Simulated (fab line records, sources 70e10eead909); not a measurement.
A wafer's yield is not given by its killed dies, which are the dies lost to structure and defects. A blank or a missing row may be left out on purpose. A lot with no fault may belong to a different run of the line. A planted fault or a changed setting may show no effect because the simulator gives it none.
fab line records	flow nand_harc
record lots=6	wafers=18	last_day=33
route steps=1302 shown A_CHANNEL_HOLE_D1@459 END@1302
lots with no fault: from the same line, run without faults
start_h: the number of hours between the record's first day and the start of the first shown wafer of the lot	wait_h: hours elapsed since this lot's preceding step	" unchanged from the row above	L1.1+2: several wafers, shown together as one row	- no value present, or no start provided	* or withheld: withheld	< > ~ a bound
route shown NAME@n: NAME is a module with steps in the file, n the number in the route of the first one	usual: the fault-free wafers' mean and standard deviation	same: alike in all rows	chamber/n: place in a boat	sites: readings site by site	_std_site: standard deviation across them	_edge_site: mean of outer sites minus mean of inner sites	radius_mm: for every site, how far away it sits from the centre of the wafer	mask NAME#n: copy n	behind: the tool/chamber that last shaped the wafer	hold: reason for holding the lot/hours on hold/outcome of the hold	device: transistor that didn't switch, given as n, p or np	end of line: the same wafers' tests at the end of the route	where a step has no rows: the recipe by itself	killed: count of dies lost to structure and defects at first sort (not the wafer's yield)	map: a wafer's dies, marking killed ones x, the rest . and places with no die _
set.NAME: the run value of the setting; set.NAME@STEP: its run value at that earlier step	model.NAME: the simulator's own value behind a step, which no gauge read
certain route steps with their lots: each step a table, each wafer a row
services: from which hour (start_h, from the record's first day; less than 0 if before it) a tool's chamber was out of use, for how many hours, and why
## steps
# step NHARC_A_CHANNEL_HOLE_D1_EXPOSE_07
# recipe na=1.35	target_cd_nm=100	sigma_outer=0.3	dose_mj=59.65	mask_id=HOLE_D1
# step NHARC_A_CHANNEL_HOLE_D1_PEB_08
# recipe peb_temp_c=100	peb_time_s=65
# step NHARC_A_CHANNEL_HOLE_D1_DEVELOP_09
# recipe develop_time_s=35	dev_temp_c=23
# step NHARC_A_CHANNEL_HOLE_D1_CD_MEAS_10
# recipe target_cd_nm=100	landing_energy_ev=500
# usual cd_nm=99.9/0.62
lot.wafer	tool	chamber	start_h	wait_h	cd_nm
L318.1	cd_sem-03	0	252.97	-	100.1
L318.3	"	0	"	"	99.7
L318.5	"	0	"	"	101.2
L323.1	cd_sem-03	0	291.95	-	100.2
L323.4	"	0	"	"	100.4
L323.5	"	0	"	"	100.2
L322.4	cd_sem-02	0	292.17	-	99.9
L322.5	"	0	"	"	100.0
L322.6	"	0	"	"	100.6
L328.1	cd_sem-01	0	345.52	-	99.6
L328.4	"	0	"	"	99.5
L328.5	"	0	"	"	99.6
L330.1	cd_sem-01	0	363.81	-	99.7
L330.2	"	0	"	"	99.9
L330.5	"	0	"	"	100.2
L334.1	cd_sem-01	0	401.58	-	100.5
L334.3	"	0	"	"	100.7
L334.6	"	0	"	"	101.1
# step NHARC_A_CHANNEL_HOLE_D1_OVL_MEAS_11
# usual overlay_x_nm=0.0/0.68	overlay_y_nm=0.2/0.85
lot.wafer	tool	chamber	start_h	wait_h	overlay_x_nm	overlay_y_nm
L318.1	overlay-01	-	253.06	-	0.0	0.1
L318.3	"	-	"	"	0.3	-0.2
L318.5	"	-	"	"	-0.4	-0.7
L323.1	overlay-01	-	292.04	-	-0.7	1.9
L323.4	"	-	"	"	-0.7	1.7
L323.5	"	-	"	"	-0.2	0.8
L322.4	overlay-02	-	292.25	-	0.5	1.5
L322.5	"	-	"	"	0.8	2.2
L322.6	"	-	"	"	-0.1	1.5
L328.1	overlay-02	-	345.61	-	-0.1	0.5
L328.4	"	-	"	"	-0.4	0.2
L328.5	"	-	"	"	-0.5	0.5
L330.1	overlay-02	-	363.89	-	0.6	0.8
L330.2	"	-	"	"	1.1	0.7
L330.5	"	-	"	"	0.2	1.0
L334.1	overlay-02	-	401.67	-	-1.4	-0.4
L334.3	"	-	"	"	-1.4	0.0
L334.6	"	-	"	"	-1.0	0.3
# step NHARC_A_CHANNEL_HOLE_D1_INSPECT_12
# usual raw_defect_count=5.7/2.8
lot.wafer	tool	chamber	start_h	wait_h	raw_defect_count
L318.1	defect_inspect-01	-	253.10	0.0	6
L318.3	"	-	"	"	12
L318.5	"	-	"	"	7
L323.1	defect_inspect-01	-	292.07	0.0	2
L323.4	"	-	"	"	4
L323.5	"	-	"	"	7
L322.4	defect_inspect-02	-	292.28	0.0	8
L322.5	"	-	"	"	4
L322.6	"	-	"	"	5
L328.1	defect_inspect-02	-	345.65	0.0	6
L328.4	"	-	"	"	7
L328.5	"	-	"	"	3
L330.1	defect_inspect-02	-	363.93	0.0	7
L330.2	"	-	"	"	3
L330.5	"	-	"	"	3
L334.1	defect_inspect-01	-	401.71	0.0	4
L334.3	"	-	"	"	6
L334.6	"	-	"	"	10
# step NHARC_A_CHANNEL_HOLE_D1_DESCUM_15
# recipe time_s=3	o2_flow_sccm=200	ar_flow_sccm=0	bias_power_w=0	chemistry=O2
# usual drypump_motor_current_A=5.63/0.27	oes_product_au=1.000/0.0098	rf_vpp_V=58.1/1	showerhead_plenum_p_Torr=1.97/0.067	throttle_valve_pct=11.312/0.0083
lot.wafer	tool	chamber	start_h	wait_h	drypump_motor_current_A	oes_product_au	rf_hours_counter_h	rf_vpp_V	showerhead_plenum_p_Torr	throttle_valve_pct
L318.1	rie_diel-11	0	253.17	0.1	5.66	1.000	14	57.9	1.92	11.294
L318.3	"	1	"	"	5.55	1.008	14	57.2	2.05	11.314
L318.5	"	0	"	"	5.66	0.991	-	58.6	1.92	11.302
L323.1	rie_diel-13	3	292.15	0.1	5.91	1.017	34	58.8	1.94	11.310
L323.4	"	0	"	"	5.85	1.003	36	58.7	1.99	11.309
L323.5	"	2	"	"	5.79	0.997	-	58.1	1.85	11.311
L322.4	rie_diel-11	0	292.37	0.1	5.66	0.993	2	58.3	1.92	11.292
L322.5	"	1	"	"	5.56	0.987	-	59.6	2.05	11.323
L322.6	"	2	"	"	5.33	0.996	-	57.2	1.93	11.325
L328.1	rie_diel-11	0	345.72	0.1	5.67	0.986	8	58.5	1.92	11.312
L328.5	"	0	"	"	5.65	0.987	-	55.9	1.92	11.310
L328.4	"	1	"	"	5.56	1.013	-	58.1	2.05	11.318
L330.2	rie_diel-11	3	364.01	0.1	5.83	0.970	8	59.1	2.05	11.323
L330.1	"	0	"	"	5.65	1.000	10	57.7	1.92	11.313
L330.5	"	2	"	"	5.34	0.992	-	58.7	1.93	11.311
L334.3	rie_diel-11	3	401.78	0.1	5.81	0.981	11	57.4	2.05	11.311
L334.1	"	0	"	"	5.64	0.999	13	57.1	1.92	11.309
L334.6	"	2	"	"	5.34	0.997	-	57.7	1.93	11.300
# step NHARC_A_CHANNEL_HOLE_D1_ETCH_38
# recipe target_depth_a=390	over_etch_frac=0.3	time_s=65	ion_energy_ev=80	cf4_flow_sccm=150	ar_flow_sccm=0	rf_w=300	bias_w=100	chemistry=CF4
# usual bias_w=100.03/0.27	cf4_flow_sccm=150.1/0.47	drypump_motor_current_A=5.63/0.28	oes_product_au=1.000/0.011	rf_vpp_V=151.9/1.1	showerhead_plenum_p_Torr=1.82/0.057	throttle_valve_pct=13.285/0.0088
# same over_etch_frac=0.3
lot.wafer	tool	chamber	start_h	wait_h	bias_w	cf4_flow_sccm	drypump_motor_current_A	oes_product_au	rf_hours_counter_h	rf_vpp_V	showerhead_plenum_p_Torr	throttle_valve_pct
L318.1	rie_diel-11	2	253.25	0.1	100.06	150.2	5.34	1.006	14	149.8	1.79	13.294
L318.3	"	0	"	"	100.21	150.8	5.67	0.990	14	150.8	1.77	13.290
L318.5	"	2	"	"	100.39	150.5	5.35	1.016	-	151.5	1.79	13.296
L323.1	rie_diel-13	2	292.22	0.1	100.26	150.0	5.80	0.997	28	151.7	1.72	13.289
L323.4	"	1	"	"	100.65	150.3	5.94	1.002	38	151.7	1.82	13.292
L323.5	"	2	"	"	99.84	149.7	5.82	0.991	-	150.5	1.72	13.288
L322.4	rie_diel-11	3	292.45	0.1	100.20	150.1	5.77	1.001	2	152.8	1.88	13.281
L322.5	"	0	"	"	99.37	150.3	5.68	0.994	-	153.0	1.77	13.303
L322.6	"	1	"	"	99.91	149.9	5.55	1.001	-	154.0	1.89	13.283
L328.1	rie_diel-11	2	345.81	0.1	100.18	149.9	5.32	0.999	8	150.3	1.79	13.278
L328.4	"	0	"	"	100.39	150.8	5.63	0.993	-	152.7	1.77	13.288
L328.5	"	1	"	"	99.83	150.3	5.56	1.010	-	151.0	1.88	13.300
L330.2	rie_diel-11	3	364.08	0.1	100.17	150.0	5.80	0.979	8	152.3	1.88	13.292
L330.1	"	1	"	"	100.06	149.6	5.56	1.001	10	153.7	1.88	13.295
L330.5	"	0	"	"	100.90	149.5	5.68	0.985	-	151.3	1.77	13.274
L334.3	rie_diel-11	1	402.16	0.4	100.60	149.8	5.56	1.002	12	151.3	1.88	13.293
L334.1	"	2	"	"	99.85	150.2	5.32	1.007	14	150.6	1.78	13.262
L334.6	"	2	"	"	100.31	150.0	5.34	1.002	-	151.6	1.78	13.292
# step NHARC_A_CHANNEL_HOLE_D1_ETCH_39
# recipe target_depth_a=2600	over_etch_frac=0.3	time_s=325	ion_energy_ev=200	n2_flow_sccm=150	h2_flow_sccm=150	ar_flow_sccm=0	rf_w=400	bias_w=150	chemistry=N2/H2
# usual bias_w=149.9/0.48	chamber_pressure_mTorr=29.998/0.028	drypump_motor_current_A=5.64/0.28	h2_flow_sccm=150.0/0.48	oes_product_au=0.999/0.0097	rf_vpp_V=432.3/2	showerhead_plenum_p_Torr=2.11/0.07	throttle_valve_pct=14.171/0.0093
# same over_etch_frac=0.3
lot.wafer	tool	chamber	start_h	wait_h	bias_w	chamber_pressure_mTorr	drypump_motor_current_A	h2_flow_sccm	oes_product_au	rf_hours_counter_h	rf_vpp_V	showerhead_plenum_p_Torr	throttle_valve_pct
L318.1	rie_diel-11	2	-	-	150.4	30.005	5.34	149.5	1.011	14	430.6	2.06	14.183
L318.3	"	0	"	"	149.3	30.027	5.66	150.2	0.993	14	430.8	2.05	14.168
L318.5	"	2	"	"	150.3	30.035	5.33	149.4	1.010	-	430.5	2.06	14.170
L323.1	rie_diel-13	2	-	-	150.2	29.998	5.81	149.8	1.000	28	427.6	1.97	14.170
L323.4	"	1	"	"	150.4	29.983	5.95	149.2	1.003	38	432.0	2.11	14.171
L323.5	"	3	"	"	149.0	30.012	5.92	150.0	1.010	-	431.6	2.07	14.173
L322.4	rie_diel-11	2	-	-	150.5	30.021	5.33	150.0	0.993	2	431.6	2.06	14.174
L322.5	"	2	"	"	150.3	29.988	5.35	150.8	0.996	-	430.0	2.06	14.164
L322.6	"	3	"	"	149.7	30.028	5.83	150.3	0.991	-	433.4	2.19	14.149
L328.1	rie_diel-11	1	-	-	149.9	30.007	5.56	150.0	0.999	8	435.1	2.19	14.173
L328.4	"	0	"	"	149.9	29.992	5.66	149.8	0.993	-	431.5	2.04	14.160
L328.5	"	2	"	"	149.9	29.983	5.35	150.4	1.009	-	430.1	2.06	14.172
L330.1	rie_diel-11	1	-	-	149.9	29.999	5.54	148.9	0.999	10	434.6	2.19	14.164
L330.2	"	3	"	"	150.1	29.991	5.80	149.3	0.981	8	434.2	2.19	14.186
L330.5	"	0	"	"	150.8	30.011	5.67	150.2	0.998	-	430.0	2.04	14.175
L334.3	rie_diel-11	0	-	-	149.6	30.000	5.66	149.5	0.996	14	430.0	2.04	14.168
L334.1	"	2	"	"	149.2	29.967	5.35	150.0	1.002	14	429.6	2.06	14.165
L334.6	"	1	"	"	150.0	29.973	5.55	150.3	1.003	-	434.4	2.19	14.153
# step NHARC_A_CHANNEL_HOLE_D1_ETCH_34
# recipe target_depth_a=1540	time_s=77	cf4_flow_sccm=100	chf3_flow_sccm=30	ar_flow_sccm=0	rf_w=500	bias_w=200	chemistry=CF4/CHF3
# step NHARC_A_CHANNEL_HOLE_D1_ETCH_16
# recipe target_depth_a=31000	over_etch_frac=0.3	time_s=806	ion_energy_ev=150	o2_flow_sccm=400	cos_flow_sccm=20	ar_flow_sccm=0	rf_w=500	bias_w=300	chemistry=O2/COS
# usual bias_w=299.9/0.99	chamber_pressure_mTorr=20.001/0.018	drypump_motor_current_A=5.63/0.28	oes_product_au=0.999/0.011	rf_vpp_V=315.5/1.5	showerhead_plenum_p_Torr=3.21/0.1	throttle_valve_pct=28.330/0.0095
# same over_etch_frac=0.3
lot.wafer	tool	chamber	start_h	wait_h	bias_w	chamber_pressure_mTorr	drypump_motor_current_A	oes_product_au	rf_hours_counter_h	rf_vpp_V	showerhead_plenum_p_Torr	throttle_valve_pct
L318.1	rie_diel-11	2	-	-	299.6	20.020	5.34	1.008	14	313.4	3.16	28.328
L318.3	"	3	"	"	300.6	20.037	5.78	0.982	10	316.2	3.33	28.323
L318.5	"	0	"	"	299.0	19.993	5.69	1.000	-	313.8	3.13	28.340
L323.4	rie_diel-13	1	-	-	298.9	19.993	5.93	1.010	38	316.0	3.22	28.343
L323.1	"	3	"	"	300.3	20.018	5.92	1.014	35	315.6	3.16	28.330
L323.5	"	2	"	"	299.6	20.013	5.77	0.992	-	312.6	3.03	28.316
L322.4	rie_diel-11	0	-	-	299.8	20.007	5.65	1.000	3	314.1	3.13	28.324
L322.5	"	1	"	"	300.4	20.029	5.56	0.998	-	316.7	3.33	28.329
L322.6	"	2	"	"	299.8	20.029	5.35	1.000	-	313.9	3.16	28.340
L328.1	rie_diel-11	2	-	-	300.9	19.966	5.34	0.991	8	315.1	3.15	28.334
L328.4	"	1	"	"	299.4	19.998	5.57	0.991	-	318.5	3.33	28.335
L328.5	"	2	"	"	301.0	20.012	5.32	1.000	-	315.6	3.15	28.355
L330.1	rie_diel-11	1	-	-	301.8	20.017	5.57	0.997	11	316.6	3.33	28.340
L330.2	"	0	"	"	300.8	20.035	5.67	0.987	11	315.2	3.13	28.324
L330.5	"	1	"	"	299.2	20.021	5.58	0.991	-	316.8	3.33	28.340
L334.3	rie_diel-11	1	-	-	298.8	19.995	5.54	1.004	13	316.2	3.33	28.326
L334.1	"	0	"	"	298.9	20.000	5.65	0.995	14	314.5	3.13	28.337
L334.6	"	1	"	"	300.4	19.983	5.58	1.002	-	316.9	3.33	28.326
# step NHARC_A_CHANNEL_HOLE_D1_CD_MEAS_18
# usual cd_nm=98.4/1.9
lot.wafer	tool	chamber	start_h	wait_h	cd_nm
L318.1	cd_sem-03	-	254.27	-	98.5
L318.3	"	-	"	"	96.7
L318.5	"	-	"	"	101.1
L323.1	cd_sem-03	-	293.24	-	100.4
L323.4	"	-	"	"	97.4
L323.5	"	-	"	"	99.4
L322.4	cd_sem-01	-	293.46	-	97.9
L322.5	"	-	"	"	94.8
L322.6	"	-	"	"	93.2
L328.1	cd_sem-02	-	347.21	-	99.4
L328.4	"	-	"	"	97.0
L328.5	"	-	"	"	99.1
L330.1	cd_sem-01	-	365.10	-	96.7
L330.2	"	-	"	"	99.0
L330.5	"	-	"	"	95.1
L334.1	cd_sem-03	-	403.18	-	98.3
L334.3	"	-	"	"	99.1
L334.6	"	-	"	"	98.1
# step NHARC_A_CHANNEL_HOLE_D1_ETCH_19
# recipe bias_v=1200	source_w=2500	pressure_mtorr=15	time_s=34.5	ar_flow_sccm=375	c4f8_flow_sccm=28.8	o2_flow_sccm=96.2	temp_c=-20	target_depth_a=*	chemistry=C4F8/O2/Ar
# usual bias_v=1198/11	c4f8_flow_sccm=28.80/0.081	drypump_motor_current_A=5.6/0.56	showerhead_plenum_p_Torr=3.66/0.13	throttle_valve_pct=37.038/0.0083
lot.wafer	tool	chamber	start_h	wait_h	bias_v	c4f8_flow_sccm	drypump_motor_current_A	rf_hours_counter_h	showerhead_plenum_p_Torr	throttle_valve_pct
L318.1	har_etch-02	1	256.77	2.5	1195	28.84	6.0	344	3.72	37.027
L318.3	"	1	"	"	1193	28.74	6.0	-	3.72	37.045
L318.5	"	1	"	"	1184	28.68	6.0	-	3.72	37.048
L323.1	har_etch-01	1	295.78	2.5	-	-	-	-	-	-
L323.4	"	1	"	"	-	-	-	-	-	-
L323.5	"	1	"	"	-	-	-	-	-	-
L322.4	har_etch-02	0	297.11	3.6	-	-	-	-	-	-
L322.6	"	0	"	"	-	-	-	-	-	-
L322.5	"	1	"	"	-	-	-	-	-	-
L328.1	har_etch-01	0	347.29	0.1	1175	28.66	4.7	168	3.74	37.026
L328.4	"	1	"	"	1205	28.76	5.7	-	3.58	37.039
L328.5	"	0	"	"	1193	28.73	4.7	-	3.73	37.038
L330.2	har_etch-02	1	365.18	0.1	1200	28.70	6.0	417	3.68	37.048
L330.1	"	0	"	"	1214	28.83	6.1	401	3.98	37.031
L330.5	"	0	"	"	1211	28.80	6.1	-	3.98	37.038
L334.1	har_etch-01	1	403.63	0.4	1182	28.77	5.7	207	3.56	37.046
L334.3	"	1	"	"	1196	28.72	5.7	-	3.56	37.047
L334.6	"	1	"	"	1192	28.77	5.7	-	3.56	37.035
# step NHARC_A_CHANNEL_HOLE_D1_ETCH_20
# recipe bias_v=3000	source_w=withheld	pressure_mtorr=20	time_s=361.9	ar_flow_sccm=375	c4f8_flow_sccm=89.3	o2_flow_sccm=35.7	temp_c=-20	target_depth_a=16000	chemistry=C4F8/O2/Ar
# usual c4f8_flow_sccm=89.30/0.26	chamber_pressure_mTorr=19.998/0.018	drypump_motor_current_A=5.6/0.55	showerhead_plenum_p_Torr=3.62/0.12	throttle_valve_pct=32.153/0.0078
lot.wafer	tool	chamber	start_h	wait_h	c4f8_flow_sccm	chamber_pressure_mTorr	drypump_motor_current_A	rf_hours_counter_h	showerhead_plenum_p_Torr	throttle_valve_pct
L318.1	har_etch-02	1	256.92	0.1	89.15	19.992	6.0	344	3.68	32.162
L318.3	"	1	"	"	89.69	19.991	6.0	-	3.67	32.160
L318.5	"	1	"	"	89.33	19.985	6.0	-	3.68	32.155
L323.1	har_etch-01	1	295.89	0.1	89.14	20.022	5.7	142	3.56	32.158
L323.4	"	1	"	"	89.25	20.023	5.7	-	3.56	32.146
L323.5	"	1	"	"	89.26	19.982	5.7	-	3.56	32.133
L322.4	har_etch-02	0	297.30	0.2	89.74	20.026	6.1	-	3.40	32.157
L322.6	"	0	"	"	89.24	19.990	6.1	-	3.40	32.147
L322.5	"	1	"	"	88.84	19.972	6.0	-	3.66	32.147
L328.1	har_etch-01	0	347.40	0.1	89.01	19.992	4.7	169	3.69	32.161
L328.4	"	1	"	"	88.96	19.960	5.7	-	3.55	32.143
L328.5	"	0	"	"	89.04	19.999	4.7	-	3.69	32.152
L330.2	har_etch-02	1	365.29	0.1	89.03	20.006	6.0	417	3.64	32.157
L330.1	"	0	"	"	88.65	19.992	6.1	401	3.93	32.142
L330.5	"	0	"	"	88.95	20.001	6.1	-	3.93	32.161
L334.1	har_etch-01	1	403.74	0.1	89.11	19.997	5.7	207	3.53	32.148
L334.3	"	1	"	"	89.32	19.978	5.7	-	3.53	32.163
L334.6	"	1	"	"	89.43	20.013	5.7	-	3.53	32.146
# step NHARC_END_SORT_01
# recipe temp_c=25
# usual killed_at_array=58/18	killed_at_other=1.0/1.5	killed_at_periphery=4/3.1	killed_dies=64/18	killed_open=3.4/1.9	killed_short=2.7/1.7
# same gross_dies=677
lot.wafer	tool	chamber	start_h	wait_h	killed_at_array	killed_at_other	killed_at_periphery	killed_dies	killed_open	killed_short
L323.1	prober-02	0	670.57	2.5	669	1	7	677	4	3
L323.4	prober-02	0	672.96	3.4	676	1	0	677	1	1
L323.5	prober-02	0	673.76	3.7	674	0	3	677	2	0
L322.4	prober-01	0	680.75	3.4	675	2	0	677	2	5
L322.5	prober-01	0	681.55	3.7	670	0	7	677	5	1
L322.6	prober-01	0	682.36	4.0	676	0	1	677	0	1
# killed by level:class
L323.1 A_CHANNEL_HOLE_D1:area_etch=610 A_SLIT:chamber_film_flake=28 A_CHANNEL_HOLE_D2:chamber_film_flake=13 A_CHANNEL_HOLE_D1:chamber_film_flake=6 A_CONTACT:chamber_film_flake=4 P_BONDPAD:chamber_film_flake=3 A_BLC:chamber_film_flake=3 P_M0:geometric_particle:open=2
L323.4 A_CHANNEL_HOLE_D1:area_etch=631 A_SLIT:chamber_film_flake=22 A_CHANNEL_HOLE_D2:chamber_film_flake=10 A_CHANNEL_HOLE_D1:chamber_film_flake=4 A_STAIRCASE:chamber_film_flake=3 A_CONTACT:chamber_film_flake=2 A_SGD_CUT:geometric_particle:short=1 A_CONTACT:geometric_particle:open=1
L323.5 A_CHANNEL_HOLE_D1:area_etch=619 A_SLIT:chamber_film_flake=28 A_CHANNEL_HOLE_D2:chamber_film_flake=7 A_CHANNEL_HOLE_D1:chamber_film_flake=6 A_CONTACT:chamber_film_flake=4 A_STAIRCASE:chamber_film_flake=3 A_BONDPAD:chamber_film_flake=3 P_BONDPAD:chamber_film_flake=2
L322.4 A_CHANNEL_HOLE_D1:area_etch=629 A_CHANNEL_HOLE_D1:chamber_film_flake=32 A_CONTACT:chamber_film_flake=4 A_CHANNEL_FILL_D2:geometric_particle:short=2 A_CHANNEL_FILL_D2:chamber_film_flake=2 A_CHANNEL_FILL_D1:geometric_particle:short=1 A_DECK1_JOINT:geometric_particle:open=1 A_ONON_D2:geometric_particle:open=1
L322.5 A_CHANNEL_HOLE_D1:area_etch=623 A_CHANNEL_HOLE_D1:chamber_film_flake=38 A_CONTACT:chamber_film_flake=2 P_GATE:geometric_particle:open=1 P_CONTACT:geometric_particle:open=1 P_M0:geometric_particle:open=1 P_M1:geometric_particle:open=1 A_ONON_D1:geometric_particle:short=1
L322.6 A_CHANNEL_HOLE_D1:area_etch=636 A_CHANNEL_HOLE_D1:chamber_film_flake=32 A_WL_FILL:geometric_particle:short=1 P_BONDPAD:chamber_film_flake=1 A_CHANNEL_HOLE_D2:chamber_film_flake=1 A_CHANNEL_FILL_D1:chamber_film_flake=1 A_STAIRCASE:chamber_film_flake=1 A_SGD_CUT:chamber_film_flake=1
# map L322.4 (x killed, . not)
____________x____________
_________xxxxxxx_________
_______xxxxxxxxxxx_______
______xxxxxxxxxxxxx______
_____xxxxxxxxxxxxxxx_____
____xxxxxxxxxxxxxxxxx____
____xxxxxxxxxxxxxxxxx____
___xxxxxxxxxxxxxxxxxxx___
___xxxxxxxxxxxxxxxxxxx___
__xxxxxxxxxxxxxxxxxxxxx__
__xxxxxxxxxxxxxxxxxxxxx__
_xxxxxxxxxxxxxxxxxxxxxxx_
_xxxxxxxxxxxxxxxxxxxxxxx_
_xxxxxxxxxxxxxxxxxxxxxxx_
_xxxxxxxxxxxxxxxxxxxxxxx_
_xxxxxxxxxxxxxxxxxxxxxxx_
xxxxxxxxxxxxxxxxxxxxxxxxx
xxxxxxxxxxxxxxxxxxxxxxxxx
xxxxxxxxxxxxxxxxxxxxxxxxx
xxxxxxxxxxxxxxxxxxxxxxxxx
xxxxxxxxxxxxxxxxxxxxxxxxx
_xxxxxxxxxxxxxxxxxxxxxxx_
_xxxxxxxxxxxxxxxxxxxxxxx_
_xxxxxxxxxxxxxxxxxxxxxxx_
_xxxxxxxxxxxxxxxxxxxxxxx_
_xxxxxxxxxxxxxxxxxxxxxxx_
__xxxxxxxxxxxxxxxxxxxxx__
__xxxxxxxxxxxxxxxxxxxxx__
___xxxxxxxxxxxxxxxxxxx___
___xxxxxxxxxxxxxxxxxxx___
____xxxxxxxxxxxxxxxxx____
____xxxxxxxxxxxxxxxxx____
_____xxxxxxxxxxxxxxx_____
______xxxxxxxxxxxxx______
_______xxxxxxxxxxx_______
_________xxxxxxx_________
____________x____________
# map L323.1 (x killed, . not)
____________x____________
_________xxxxxxx_________
_______xxxxxxxxxxx_______
______xxxxxxxxxxxxx______
_____xxxxxxxxxxxxxxx_____
____xxxxxxxxxxxxxxxxx____
____xxxxxxxxxxxxxxxxx____
___xxxxxxxxxxxxxxxxxxx___
___xxxxxxxxxxxxxxxxxxx___
__xxxxxxxxxxxxxxxxxxxxx__
__xxxxxxxxxxxxxxxxxxxxx__
_xxxxxxxxxxxxxxxxxxxxxxx_
_xxxxxxxxxxxxxxxxxxxxxxx_
_xxxxxxxxxxxxxxxxxxxxxxx_
_xxxxxxxxxxxxxxxxxxxxxxx_
_xxxxxxxxxxxxxxxxxxxxxxx_
xxxxxxxxxxxxxxxxxxxxxxxxx
xxxxxxxxxxxxxxxxxxxxxxxxx
xxxxxxxxxxxxxxxxxxxxxxxxx
xxxxxxxxxxxxxxxxxxxxxxxxx
xxxxxxxxxxxxxxxxxxxxxxxxx
_xxxxxxxxxxxxxxxxxxxxxxx_
_xxxxxxxxxxxxxxxxxxxxxxx_
_xxxxxxxxxxxxxxxxxxxxxxx_
_xxxxxxxxxxxxxxxxxxxxxxx_
_xxxxxxxxxxxxxxxxxxxxxxx_
__xxxxxxxxxxxxxxxxxxxxx__
__xxxxxxxxxxxxxxxxxxxxx__
___xxxxxxxxxxxxxxxxxxx___
___xxxxxxxxxxxxxxxxxxx___
____xxxxxxxxxxxxxxxxx____
____xxxxxxxxxxxxxxxxx____
_____xxxxxxxxxxxxxxx_____
______xxxxxxxxxxxxx______
_______xxxxxxxxxxx_______
_________xxxxxxx_________
____________x____________
## services
tool	chamber	start_h	hours	kind
rie_diel-11	0	234.50	-	clean
rie_diel-11	1	234.50	-	clean
rie_diel-11	2	234.50	-	clean
rie_diel-11	3	234.50	-	clean
har_etch-01	-	237.77	15.6	repair
rie_diel-11	-	255.50	9.0	pm
rie_diel-11	0	255.50	9.0	vent_cycle
rie_diel-11	1	255.50	9.0	vent_cycle
rie_diel-11	2	255.50	9.0	vent_cycle
rie_diel-11	3	255.50	9.0	vent_cycle
rie_diel-11	0	264.50	-	clean
rie_diel-11	1	264.50	-	clean
rie_diel-11	2	264.50	-	clean
rie_diel-11	3	264.50	-	clean
rie_diel-13	2	274.74	15.4	repair
rie_diel-11	0	289.00	-	clean
rie_diel-11	1	289.00	-	clean
rie_diel-13	2	296.18	5.9	repair
rie_diel-11	3	340.13	7.4	repair
rie_diel-13	-	342.08	9.0	pm
rie_diel-13	1	351.99	40.0	repair
har_etch-02	-	378.55	17.0	pm
rie_diel-11	1	382.09	11.8	repair
rie_diel-13	0	382.44	5.4	repair
## key
first_sign step=NHARC_A_CHANNEL_HOLE_D1_ETCH_19	reading=tool_record	direction=missing
effect step=NHARC_END_SORT_01	reading=killed_at_array	direction=up	sigmas=35	usual=58	struck=673
more_kills_born_at NHARC_A_CHANNEL_HOLE_D1_ETCH_19@har_etch-02=1888	NHARC_A_CHANNEL_HOLE_D1_ETCH_19@har_etch-01=1860
met_at NHARC_A_CHANNEL_HOLE_D1_ETCH_19
struck_wafers L322.4,L322.5,L322.6,L323.1,L323.4,L323.5
later_rows_left_out L322.4,L322.5,L322.6,L323.1,L323.4,L323.5
tester_left_out L322,L323
onset_between 256.77 295.78
fault kind=skipped_step_whole	tool=har_etch-01,har_etch-02	chamber=-	onset_h=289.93	steps=NHARC_A_CHANNEL_HOLE_D1_ETCH_19	scope=struck_lots_only
# tester_left_out: of these lots the tester's yield and bins aren't shown, on N5 and GAA mostly nor the transistor test; their killed dies are dies lost to structure and defects alone, not to doping, threshold or leakage, so they don't give the yield
# later_rows_left_out: the simulator's readings of these wafers behind a module that went badly wrong aren't trusted and aren't shown, but for the sort
